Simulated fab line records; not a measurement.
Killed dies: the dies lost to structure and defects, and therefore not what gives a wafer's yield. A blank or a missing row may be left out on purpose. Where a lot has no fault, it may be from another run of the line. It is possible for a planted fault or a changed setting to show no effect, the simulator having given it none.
Chamber matching | flow nand harc | NHARC_A_CONTACT_DEP_24 on pecvd-02: 3 sister chambers
The step deposits SiO2, target thk 500 nm. 14 wafers are shown with their chamber, then 7 later ones without.

## WAFERS WITH THEIR CHAMBER
wafer  | chamber | throttle valve pct (%) | heater power w (W)
L080.1 | 1       | 16.5                   | 632
L080.2 | 0       | 15.6                   | 504
L080.4 | 2       | 14.6                   | 632
L083.1 | 0       | 15.5                   | 500
L083.2 | 2       | 14.9                   | 553
L083.4 | 0       | 15.9                   | 511
L085.1 | 2       | 15.1                   | 539
L085.2 | 0       | 15.6                   | 410
L085.5 | 1       | 16.2                   | 520
L090.2 | 2       | 15.0                   | 605
L090.5 | 2       | 15.3                   | 632
L090.6 | 0       | 15.7                   | 381
L091.1 | 1       | 16.2                   | 539
L091.2 | 2       | 15.2                   | 677

SIGNATURES, as means of the wafers listed above
reading            | chamber 0 | chamber 1 | chamber 2 | scatter within a chamber
throttle valve pct | 15.660    | 16.300    | 15.017    | 0.205
heater power w     | 461.20    | 563.67    | 606.33    | 57
Rule: a wafer lies at a distance from a chamber equal to the root of the sum of squares, over the readings, of (its reading less the chamber's mean, divided by the reading's scatter). The wafer belongs to the nearest chamber; if the next one is less than 2 further off, it can't be placed. How the scatter is found: for the shown wafers, subtract from each reading the mean of its chamber, square and add these, divide the total by (wafers less chambers), then take the root.

## WAFERS MISSING THEIR CHAMBER
wafer  | throttle valve pct (%) | heater power w (W)
L091.3 | 16.0                   | 480
L095.3 | 15.6                   | 494
L095.4 | 16.7                   | 577
L095.5 | 15.3                   | 592
L097.3 | 16.5                   | 541
L097.4 | 15.1                   | 664
L097.6 | 16.0                   | 467

## THE CHAMBER EACH PASSED THROUGH
wafer  | from the rows above     | in truth
L091.3 | can't be placed: 0 or 1 | 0
L095.3 | 0                       | 0
L095.4 | 1                       | 1
L095.5 | can't be placed: 2 or 0 | 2
L097.3 | 1                       | 1
L097.4 | 2                       | 2
L097.6 | can't be placed: 0 or 1 | 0
Correct placement for 4 of the 7. These rows do not allow placing 3 (true chamber among the candidates in 3). Number placed wrongly: 0.
